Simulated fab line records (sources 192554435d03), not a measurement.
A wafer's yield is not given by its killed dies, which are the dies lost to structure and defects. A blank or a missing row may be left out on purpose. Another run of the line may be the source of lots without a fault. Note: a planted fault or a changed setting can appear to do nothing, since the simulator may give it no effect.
fab line records	flow n5Finfet
record: lots: 6	wafers: 16	lastDay: 19
route steps=1938 shown START@1 ZERO_LAYER@2 BEOL_M4@1111
lots untouched by any fault: they come from a run of this same line in which no faults occurred
startH: start of the lot's first displayed wafer, in hours after the record's first day	waitH: hours elapsed since this lot's preceding step	" unchanged from the row above	L1.1+2: several wafers, shown together as one row	- no value present, or no start provided	* or withheld: withheld	< > ~ a bound
route shown NAME@n: names a module that has steps shown in the file, with the first one's number in the route	usual: the fault-free wafers' mean and standard deviation	same: alike in all rows	chamber/n: place in a boat	sites: readings site by site	_std_site: standard deviation of those values	_edge_site: outer sites' mean less inner sites'	radiusMm: how far each site lies from the wafer's centre	mask NAME#n: copy n	behind: the tool/chamber that last shaped the wafer	hold: why the lot went on hold/how many hours it stayed there/how the hold came to an end	device: names the non-switching transistor (n, p or np)	end of line: tests of these same wafers at the route's end	a step with no rows: only its recipe	killed: dies lost to structure and defects at the first sort, not the wafer's yield	map: a wafer's dies, marking killed ones x, the rest . and places with no die _
set.NAME: setting as actually run; set.NAME@STEP: the setting as run at that earlier step	model.NAME: the simulator's own value behind a step, which no gauge read
a table for each step, a row for each wafer; lots at some steps of the route
services: the hour from which a tool's chamber was out of use, counted from the record's first day as startH (under 0 if before that day), plus the number of hours and why
== steps ==
step: N5_START_INSPECT_01
recipe: inspectInstrument: unpatternedScan	mode: incoming
usual: rawDefectCount: 6.0/2.7
lot.wafer	tool	chamber	startH	waitH	rawDefectCount
L669.1	defectInspect-02	-	18.03	-	3
L669.2	"	-	"	"	6
L669.4	"	-	"	"	6
L673.1	defectInspect-01	-	42.03	-	5
L673.2	"	-	"	"	1
L673.5	"	-	"	"	4
L677.2	defectInspect-02	-	66.03	-	4
L677.4	"	-	"	"	11
L677.5	"	-	"	"	7
L685.5	defectInspect-01	-	114.04	-	5
L685.6	"	-	"	"	7
L688.2	defectInspect-02	-	132.03	-	5
L688.5	"	-	"	"	5
L691.1	defectInspect-02	-	150.03	-	5
L691.3	"	-	"	"	9
L691.4	"	-	"	"	4
step: N5_ZERO_LAYER_PRECLEAN_00
recipe: chemistry: SPM	timeS: 600	tempC: 120	mix: 4:1
step: N5_ZERO_LAYER_SRD_01
recipe: timeS: 30	tempC: 23	rinseLiquid: diw	dry: n2Spin	spinRpm: 1500	dryTimeS: 30
step: N5_ZERO_LAYER_PECVD_02
recipe: material: SiO2	targetThkA: 100	tempC: 400	precursor: SiH4/N2O	pressureTorr: 0.75	rfW: 275	timeS: 6
usual: heaterPowerW: 736/80	rfFwdPowerW: 271.9/1.2	showerheadPlenumPTorr: 8.02/0.24
lot.wafer	tool	chamber	startH	waitH	heaterPowerW	rfFwdPowerW	showerheadPlenumPTorr	model.SiO2_of_ZERO_LAYER_PECVD_02.thkNm
L669.1	pecvd-03	1	18.28	0.0	814	271.9	8.20	9.857
L669.2	"	2	"	"	845	270.1	8.40	9.784
L669.4	"	0	"	"	839	270.4	7.65	9.867
L673.1	pecvd-01	0	42.28	0.0	810	273.0	7.84	9.898
L673.2	"	2	"	"	624	272.7	7.82	9.748
L673.5	"	2	"	"	618	273.4	7.82	9.982
L677.2	pecvd-04	1	66.30	0.0	675	272.5	7.86	9.861
L677.4	"	2	"	"	758	271.9	8.35	9.89
L677.5	"	1	"	"	675	273.6	7.84	10.06
L685.5	pecvd-01	0	114.31	0.1	706	272.8	7.85	9.745
L685.6	"	1	"	"	719	273.0	8.05	10.04
L688.2	pecvd-01	2	132.28	0.0	590	272.0	7.84	9.379
L688.5	"	2	"	"	584	272.7	7.83	9.528
L691.1	pecvd-04	1	150.28	0.0	690	273.5	7.86	10.19
L691.3	"	2	"	"	667	273.1	8.30	9.955
L691.4	"	2	"	"	665	272.1	8.33	10.3
step: N5_ZERO_LAYER_HMDS_04
recipe: timeS: 60	tempC: 120
step: N5_BEOL_M4_RC_MEAS_101
usual: DIBL_N: 36.1/1.3	DIBL_P: 36.1/1.7	IOFF_N: 0.154/0.022	IOFF_P: 0.201/0.024	ION_N: 675/8.9	ION_P: 462/5.9	SS_N: 71.5/0.49	SS_P: 73.3/0.58	VT_N: 250.0/2.7	VT_P: -251.3/2.7
lot.wafer	tool	chamber	startH	waitH	DIBL_N[mV/V]	DIBL_P[mV/V]	IOFF_N[nA/um]	IOFF_P[nA/um]	ION_N[uA/um]	ION_P[uA/um]	SS_N[mV/dec]	SS_P[mV/dec]	VT_N[mV]	VT_P[mV]
L669.1	prober-02	0	169.76	0.0	35.1	35.5	0.153	0.191	684	458	72.4	73.8	250.7	-254.4
L669.2	"	0	"	"	35.4	35.5	0.154	0.198	680	464	71.7	72.9	249.4	-253.2
L669.4	"	0	"	"	34.4	34.2	0.135	0.179	664	452	71.8	73.6	252.4	-255.0
L673.1	prober-01	0	193.44	0.0	34.4	33.9	0.122	0.190	655	461	71.0	72.3	253.0	-249.8
L673.2	"	0	"	"	37.2	37.3	0.175	0.249	675	468	72.2	73.6	245.3	-247.2
L673.5	"	0	"	"	34.7	33.9	0.124	0.179	658	454	71.7	72.6	254.0	-253.5
L677.2	prober-02	0	231.85	0.2	35.3	35.3	0.160	0.199	678	463	71.3	73.1	249.7	-249.6
L677.4	"	0	"	"	34.9	34.0	0.140	0.175	674	453	71.3	73.1	247.0	-253.1
L677.5	"	0	"	"	36.3	36.2	0.158	0.206	664	457	71.7	74.4	252.2	-252.7
L685.5	prober-02	0	288.43	0.6	35.8	36.2	0.148	0.204	667	465	71.1	73.4	251.6	-249.1
L685.6	"	0	"	"	37.4	38.8	0.182	0.242	688	468	71.3	73.9	248.0	-248.0
L688.2	prober-02	0	293.39	0.2	37.9	37.6	0.179	0.213	681	469	72.2	75.4	248.2	-253.5
L688.5	"	0	"	"	38.3	37.9	0.198	0.227	681	464	71.4	74.3	246.3	-250.5
L691.1	prober-01	0	322.46	0.0	34.4	34.5	0.120	0.148	673	461	71.5	72.9	253.3	-257.6
L691.3	"	0	"	"	37.1	37.9	0.162	0.182	677	459	71.4	73.9	248.8	-253.7
L691.4	"	0	"	"	35.9	36.7	0.149	0.175	671	456	72.4	73.4	249.1	-255.6
== services ==
tool	chamber	startH	hours	kind
pecvd-04	2	-2.56	8.9	repair
pecvd-04	1	20.07	3.8	repair
pecvd-03	1	23.04	5.5	scheduledDown
pecvd-01	-	33.49	0.4	repair
pecvd-04	1	56.57	5.5	scheduledDown
pecvd-03	-	59.53	0.8	repair
pecvd-01	-	60.72	2.8	pm
pecvd-04	0	65.36	5.5	scheduledDown
pecvd-01	1	90.44	5.9	repair
pecvd-04	1	91.98	-	clean
pecvd-04	1	91.98	29.5	scheduledDown
pecvd-04	1	91.98	29.5	ventCycle
pecvd-01	1	140.49	5.0	scheduledDown
== key ==
firstSign none at tools or gauges
modelEffect: step: N5_ZERO_LAYER_PECVD_02	value: SiO2_of_ZERO_LAYER_PECVD_02.thkNm	without: 9.934	struck: 9.551
metAt N5_ZERO_LAYER_PECVD_02
struckWafers L685.5,L688.2,L688.5
onsetBetween 42.28 114.31
fault: kind: processParameterDrift	tool: pecvd-01	chamber: -	onsetH: 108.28	steps: N5_ZERO_LAYER_PECVD_02	channel: timeS	offset: *	shape: step	endH: 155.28	scope: struckWafersOnly	actsIn: *	stated: *
